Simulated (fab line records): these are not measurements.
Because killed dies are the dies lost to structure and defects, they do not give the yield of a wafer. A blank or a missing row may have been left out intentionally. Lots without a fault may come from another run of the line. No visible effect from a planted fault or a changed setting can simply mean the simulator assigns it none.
A lot that was struck, set against a sound lot -- flow n5_finfet -- 38 steps out of a route of 1938
Sound: these wafers, L416.2, L416.3, L416.4. Wafers struck: L420.1, L420.5, L420.6. Last of all comes the cause.
For every step that has rows: the tool of each side, followed by ch and its chambers, followed by its first start. Under that, the readings that differ: sound wafers -- struck wafers -- difference of the means -- sigmas: that difference in standard deviations of wafers without a fault.
alike: same words and numbers on both sides, and readings whose means sit less than 2 such deviations apart. not compared: any withheld reading, any reading some wafer has no value for, any bound like >300 that may hide the same value, and any number with overlapping values for which the record gives no deviation.
A row with sigmas, a row that says differs or no value, or rows on one side alone: a step with any of these is where the two part. Non-overlapping numbers with no deviation appear without sigmas and do not part them. Lack of a reading on every wafer of one side parts them only where that side has two or more wafers.

first, 9 steps without rows for these wafers: N5_BEOL_M1_ANNEAL_95 (time 240 s); N5_BEOL_M1_SPUTTER_96 (material Cu, target thk 4.5 nm, time 8.29 s); N5_BEOL_M1_ECD_50 (material Cu, target thk 300 nm); N5_BEOL_M1_ANNEAL_51 (time 90 s); N5_BEOL_M1_CMP_52 (polishes, stops on SiOC, t overpolish 6.8 s, target thk 40 nm); N5_BEOL_M1_PRE_CLEAN_60 (time 15 s); N5_BEOL_M1_CO_CAP_55 (material Co, precursor CCTBA/H2, target thk 2 nm, time 102.1 s); N5_BEOL_M1_PRE_CLEAN_56 (time 15 s); N5_BEOL_M1_DEP_57 (deposits SiCN from 3MS/NH3, target thk 8 nm, time 14 s).
N5_BEOL_M2_ILD_DEP_00: deposits SiOC from DEMS/O2, target thk 79 nm, time 15.3 s.
  sound on pecvd-03 ch 0,1,2, day 8 03:26; struck on pecvd-04 ch 0,2, day 8 17:36
reading,sound,struck,difference,sigmas
showerhead_plenum_p_Torr (Torr),5.702 5.708 5.689,5.664 5.688 5.653,-0.031,-2
  alike: heater_power_w, throttle_valve_pct
N5_BEOL_M2_THK_MEAS_01:
  sound on film_metro-01, day 8 03:30; struck on film_metro-02, day 8 17:41
reading,sound,struck,difference,sigmas
M2_ILD_THK (nm),78.5 77.8 78.3,158.2 162.7 160.5,+82.3,+82
then, 24 steps without rows for these wafers: N5_BEOL_M2_PECVD_72 (deposits SiO2 from TEOS/O2, target thk 16 nm, time 18 s); N5_BEOL_M2_HM_DEP_02 (deposits TiN, target thk 20 nm); N5_BEOL_M2_COAT_61 (time 60 s, resist thk 60 nm); N5_BEOL_M2_COAT_62 (time 60 s, resist thk 12 nm); N5_BEOL_M2_COAT_73 (time 60 s, resist thk 5 nm); N5_BEOL_M2_COAT_05 (resist thk 30 nm); N5_BEOL_M2_EBR_07; N5_BEOL_M2_SOFTBAKE_06 (time 60 s); N5_BEOL_M2_EXPOSE_08 (exposes mask M2); N5_BEOL_M2_PEB_09 (peb time 60 s); N5_BEOL_M2_DEVELOP_10 (develop time 30 s); N5_BEOL_M2_DESCUM_16 (chemistry O2, time 7 s); N5_BEOL_M2_ETCH_74 (etches underlayer in N2/H2, target depth 6.5 nm, time 5.2 s); N5_BEOL_M2_ETCH_63 (etches SiARC in CF4, target depth 15.6 nm, time 26 s); N5_BEOL_M2_ETCH_64 (etches SOC in N2/H2, target depth 75 nm, overetch 22.5 nm, time 121.9 s); N5_BEOL_M2_STRIP_65 (strips in N2/H2); N5_BEOL_M2_STRIP_75 (strips in N2/H2); N5_BEOL_M2_STRIP_66 (strips in CF4); N5_BEOL_M2_HM_OPEN_17 (chemistry Cl2/BCl3, target TiN, target depth 20 nm, overetch 6 nm); N5_BEOL_M2_STRIP_19 (strips in O2); N5_BEOL_M2_COAT_67 (time 60 s, resist thk 60 nm); N5_BEOL_M2_COAT_68 (time 60 s, resist thk 12 nm); N5_BEOL_M2_COAT_76 (time 60 s, resist thk 5 nm); N5_BEOL_M2_COAT_22 (resist thk 30 nm).
N5_BEOL_M2_CMP_52: polishes, stops on SiOC, t overpolish 6.8 s, target thk 40 nm.
  sound on cmp-04 ch 0,1,3, day 8 19:50; struck on cmp-02 ch 0,1,3, day 9 06:35
reading,sound,struck,difference,sigmas
barrier_field_endpoint_s (s),24.1 23.6 22.8,24.9 25.4 24.9,+1.6,+2
model.SiOC_of_BEOL_M2_ILD_DEP_00.thk_nm (nm),75.4 74.8 75.4,155.2 159.6 157.6,+82.3,
  alike: motor_current_A, overpolish_run_s, time_to_endpoint_s
N5_BEOL_M4_RC_MEAS_101:
  the record has rows for the sound wafers here (prober-02 ch 0, day 10 00:24) and none for the struck ones
-- a jump in the record: the struck wafers' starts before and after are 6 days apart (it breaks off in module BEOL_M4 and resumes in module PASSIVATION, where the first step shown is number 1936 of the route) --
N5_PASSIVATION_PROBE_49:
  the record has rows for the struck wafers here (prober-01, day 15 10:00) and none for the sound ones

## WHERE THEY PART
First at N5_BEOL_M2_ILD_DEP_00; last, within this record, at N5_PASSIVATION_PROBE_49.

WHY: whatever the simulator had introduced
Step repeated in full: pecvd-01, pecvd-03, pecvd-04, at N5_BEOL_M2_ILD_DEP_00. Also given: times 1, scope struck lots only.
